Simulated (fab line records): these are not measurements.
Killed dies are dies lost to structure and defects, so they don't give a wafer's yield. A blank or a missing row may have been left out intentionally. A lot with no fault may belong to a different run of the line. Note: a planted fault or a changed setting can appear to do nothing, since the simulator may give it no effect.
A lot that was struck, set against a sound lot	flow nand-harc	13 out of 1302 route steps
Sound: the wafers L630.1, L630.3, L630.5. Struck: wafer L628.4. (L628.6 of the same lot was not struck and is left out.) The cause comes at the end.
At each step with rows: each side's tool, then ch and its chambers, then its first start. Under that, the readings that differ: sound wafers	struck wafers	difference of the means	sigmas: that difference in standard deviations of wafers without a fault.
alike: same words and numbers on both sides, and readings whose means sit less than 2 such deviations apart. not compared: any withheld reading, any reading some wafer has no value for, any bound like >300 that may hide the same value, and any number with overlapping values for which the record gives no deviation.
A row with sigmas, a row that says differs or no value, or rows on one side alone: a step with any of these is where the two part. Numbers that have no deviation but don't overlap get no sigmas and don't part them. A reading missing from all wafers of one side parts the sides only when that side holds two or more wafers.

NHARC_A_WL_FILL_ALD_02: deposits TiN, target thk 2 nm, pulse time 3 s, ald cycles 100.
  sound on ald-metal-04 ch 1,2,3, day 28 18:23; struck on ald-metal-01 ch 0, day 26 22:51
  alike: heater-power-w, precursor-pulse-height-rel
NHARC_A_WL_FILL_CVD_03: deposits W, target thk 40 nm, time 279 s.
  sound on cvd-w-02 ch 0,1, day 28 18:48; struck on cvd-w-02 ch 0, day 26 23:22
reading	sound	struck	difference	sigmas
heater-power-w (W)	478 480 521	444	-49	-2
  alike: mfc-wf6-sccm, throttle-valve-pct
NHARC_A_WL_FILL_ETCHBACK_04: etches the open film in NF3, target depth 60 nm, time 120 s.
  sound on rie-metal-01 ch 0,1, day 28 19:10; struck on rie-metal-03 ch 0, day 26 23:41
  alike: chamber-pressure-mTorr, drypump-motor-current-A, oes-product-au, run-length-s
  not compared: rf-hours-counter-h
NHARC_A_WL_FILL_ETCHBACK_05: etches the open film in Cl2/BCl3, target depth 22 nm, time 60 s.
  sound on rie-metal-01 ch 0,1, day 28 19:22; struck on rie-metal-03 ch 1, day 26 23:51
  alike: chamber-pressure-mTorr, drypump-motor-current-A, oes-product-au, run-length-s
  not compared: rf-hours-counter-h
then, 6 steps without rows for these wafers: NHARC_A_WL_FILL_STRIP_27 (strips in N2/H2, time 20 s); NHARC_A_WL_FILL_STRIP_28 (strips in post etch residue remover, time 1200 s); NHARC_A_WL_FILL_PRECLEAN_06 (cleans in DIW, time 300 s); NHARC_A_WL_FILL_SRD_07; NHARC_A_WL_FILL_ANNEAL_08 (time 1800 s); NHARC_A_WL_FILL_ALD_10 (deposits SiO2, target thk 50 nm, pulse time 10 s, ald cycles 500).
NHARC_A_WL_FILL_ETCHBACK_16: etches the open film in C4F8/O2/Ar, target depth 120 nm, time 24 s.
  sound on rie-diel-04 ch 0,3, day 29 09:24; struck on rie-diel-10 ch 2, day 27 10:07
reading	sound	struck	difference	sigmas
rf-vpp-V (V)	731 729 730	721	-9	-2
run-length-s (s)	45.2 44.5 45.3	24.9	-20.1	-48
  alike: chamber-pressure-mTorr, oes-product-au
  not compared: rf-hours-counter-h
NHARC_A_WL_FILL_STRIP_29: strips in O2, time 20 s.
  sound on rie-diel-04 ch 0,2,3, day 29 09:31; struck on rie-diel-10 ch 2, day 27 10:12
reading	sound	struck	difference	sigmas
rf-vpp-V (V)	58.0 57.8 57.5	55.7	-2.1	-2
  alike: chamber-pressure-mTorr, drypump-motor-current-A, oes-product-au, showerhead-plenum-p-Torr, throttle-valve-pct
  not compared: rf-hours-counter-h
-- the record jumps here: 4 days lie between the struck wafers' starts before and after (it left off in module A_WL_FILL and takes up again in module END, whose first step shown is number 1302 of the route) --
NHARC_END_SORT_01:
  the record has rows for the struck wafers here (prober-02 ch 0, day 31 04:31) and none for the sound ones

== WHERE THEY PART ==
Last at NHARC_END_SORT_01 as far as this record goes, first at NHARC_A_WL_FILL_CVD_03.

WHY: the cause the simulator had injected
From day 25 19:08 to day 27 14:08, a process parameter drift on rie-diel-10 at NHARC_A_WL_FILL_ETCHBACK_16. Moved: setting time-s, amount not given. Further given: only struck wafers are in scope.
